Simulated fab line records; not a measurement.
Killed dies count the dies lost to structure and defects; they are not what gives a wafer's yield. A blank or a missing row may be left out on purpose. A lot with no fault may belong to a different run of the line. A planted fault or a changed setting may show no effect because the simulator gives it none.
Shared-tool check || flow n5_finfet || Sampled: 9 lots, 27 wafers

WHY IT WAS OPENED
Flagged at N5_SD_EPI_P_CD_MEAS_09: reading cd_nm, on 2 of 9 lots. Fault-free wafers read 240.3 nm, with a standard deviation of 0.76.
Rule: flag the lot when none of its wafers has a number, or when each of its wafers that has one lies beyond 4 standard deviations from that mean. All remaining lots are regarded as sound.

{"lot": "L925", "measured": "day 3 07:06", "on": "cd_sem-01", "cd_nm (nm), wafer by wafer": "240.0 240.5 240.5", "flag": ""}
{"lot": "L927", "measured": "day 3 17:22", "on": "cd_sem-01", "cd_nm (nm), wafer by wafer": "239.8 240.2 239.9", "flag": ""}
{"lot": "L930", "measured": "day 4 10:31", "on": "cd_sem-03", "cd_nm (nm), wafer by wafer": "240.2 239.3 240.2", "flag": ""}
{"lot": "L935", "measured": "day 5 16:02", "on": "cd_sem-03", "cd_nm (nm), wafer by wafer": "240.7 241.2 240.6", "flag": ""}
{"lot": "L938", "measured": "day 6 11:21", "on": "cd_sem-03", "cd_nm (nm), wafer by wafer": "239.3 239.3 240.1", "flag": ""}
{"lot": "L940", "measured": "day 6 22:58", "on": "cd_sem-02", "cd_nm (nm), wafer by wafer": "240.0 239.8 239.3", "flag": ""}
{"lot": "L941", "measured": "day 7 04:09", "on": "cd_sem-03", "cd_nm (nm), wafer by wafer": "225.0 224.0 225.0", "flag": "FLAGGED"}
{"lot": "L942", "measured": "day 7 11:09", "on": "cd_sem-02", "cd_nm (nm), wafer by wafer": "224.6 224.9 224.9", "flag": "FLAGGED"}
{"lot": "L946", "measured": "day 8 12:10", "on": "cd_sem-03", "cd_nm (nm), wafer by wafer": "240.8 241.4 241.0", "flag": ""}
The numbers of the flagged lots are 224.7 nm on average: -15.6 nm against the usual, or -20 standard deviations.

WHICH TOOL EACH LOT WENT THROUGH
Before the reading, the record contains 2 process steps out of a 1938-step route. Cell contents, in order: the tool; ch with the chambers the sampled wafers went through; the start.
{"lot": "L925", "flag": "", "N5_SD_EPI_N_ETCH_34": "rie_diel-05 ch 0,2, day 3 02:55", "N5_SD_EPI_P_PEB_07": "litho_track-01 ch 0, day 3 07:02"}
{"lot": "L927", "flag": "", "N5_SD_EPI_N_ETCH_34": "rie_diel-06 ch 0,1,3, day 3 12:53", "N5_SD_EPI_P_PEB_07": "litho_track-04 ch 0, day 3 17:18"}
{"lot": "L930", "flag": "", "N5_SD_EPI_N_ETCH_34": "rie_diel-02 ch 0,3, day 4 06:02", "N5_SD_EPI_P_PEB_07": "litho_track-04 ch 0, day 4 10:27"}
{"lot": "L935", "flag": "", "N5_SD_EPI_N_ETCH_34": "rie_diel-05 ch 1,2, day 5 11:50", "N5_SD_EPI_P_PEB_07": "litho_track-04 ch 0, day 5 15:58"}
{"lot": "L938", "flag": "", "N5_SD_EPI_N_ETCH_34": "rie_diel-06 ch 1,2,3, day 6 06:59", "N5_SD_EPI_P_PEB_07": "litho_track-01 ch 0, day 6 11:17"}
{"lot": "L940", "flag": "", "N5_SD_EPI_N_ETCH_34": "rie_diel-02 ch 0,1, day 6 18:45", "N5_SD_EPI_P_PEB_07": "litho_track-05 ch 0, day 6 22:53"}
{"lot": "L941", "flag": "FLAGGED", "N5_SD_EPI_N_ETCH_34": "rie_diel-02 ch 0,1, day 6 23:50", "N5_SD_EPI_P_PEB_07": "litho_track-04 ch 0, day 7 04:05"}
{"lot": "L942", "flag": "FLAGGED", "N5_SD_EPI_N_ETCH_34": "rie_diel-06 ch 0,1, day 7 06:26", "N5_SD_EPI_P_PEB_07": "litho_track-04 ch 0, day 7 11:05"}
{"lot": "L946", "flag": "", "N5_SD_EPI_N_ETCH_34": "rie_diel-06 ch 0,1,2, day 8 07:07", "N5_SD_EPI_P_PEB_07": "litho_track-05 ch 0, day 8 12:06"}
What these steps do:
- N5_SD_EPI_N_ETCH_34: etches SiARC in CF4, target depth 45.5 nm, time 75.8 s.
- N5_SD_EPI_P_PEB_07: peb time 60 s.
- N5_SD_EPI_P_CD_MEAS_09: target cd 240 nm.

FLAGGED AGAINST TOTAL, ONE TOOL AT A TIME (gauges that did the reading follow at the end)
{"step": "N5_SD_EPI_N_ETCH_34", "tool": "rie_diel-02", "lots run": 3, "flagged": 1, "share of the flagged lots": "some", "sound lots run after its first flagged lot": 0}
{"step": "N5_SD_EPI_N_ETCH_34", "tool": "rie_diel-05", "lots run": 2, "flagged": 0, "share of the flagged lots": "none", "sound lots run after its first flagged lot": "-"}
{"step": "N5_SD_EPI_N_ETCH_34", "tool": "rie_diel-06", "lots run": 4, "flagged": 1, "share of the flagged lots": "some", "sound lots run after its first flagged lot": "1 (L946)"}
{"step": "N5_SD_EPI_P_PEB_07", "tool": "litho_track-01", "lots run": 2, "flagged": 0, "share of the flagged lots": "none", "sound lots run after its first flagged lot": "-"}
{"step": "N5_SD_EPI_P_PEB_07", "tool": "litho_track-04", "lots run": 5, "flagged": 2, "share of the flagged lots": "all", "sound lots run after its first flagged lot": 0}
{"step": "N5_SD_EPI_P_PEB_07", "tool": "litho_track-05", "lots run": 2, "flagged": 0, "share of the flagged lots": "none", "sound lots run after its first flagged lot": "-"}
{"step": "N5_SD_EPI_P_CD_MEAS_09", "tool": "cd_sem-01", "lots run": 2, "flagged": 0, "share of the flagged lots": "none", "sound lots run after its first flagged lot": "-"}
{"step": "N5_SD_EPI_P_CD_MEAS_09", "tool": "cd_sem-02", "lots run": 2, "flagged": 1, "share of the flagged lots": "some", "sound lots run after its first flagged lot": 0}
{"step": "N5_SD_EPI_P_CD_MEAS_09", "tool": "cd_sem-03", "lots run": 5, "flagged": 1, "share of the flagged lots": "some", "sound lots run after its first flagged lot": "1 (L946)"}

WHAT THE TABLE ALLOWS
Rows of the table that ran each flagged lot: 1, that is litho_track-04 at N5_SD_EPI_P_PEB_07.
- litho_track-04 at N5_SD_EPI_P_PEB_07: 2 of its 5 lots flagged. Last sound lot L935 at day 5 15:58, first flagged lot L941 at day 7 04:05; a fault beginning in between fits. Its own readings (heater_power_total_W) fall more than 4 standard deviations out on all wafers of the flagged lots.
litho_track-04 at N5_SD_EPI_P_PEB_07 is the single tool remaining.

WHAT THE SIMULATOR HAD INSERTED
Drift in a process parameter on litho_track-04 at N5_SD_EPI_P_PEB_07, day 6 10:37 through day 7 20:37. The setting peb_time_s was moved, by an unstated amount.
Lots struck among those shown: L941, L942. The rule above reached the same finding.
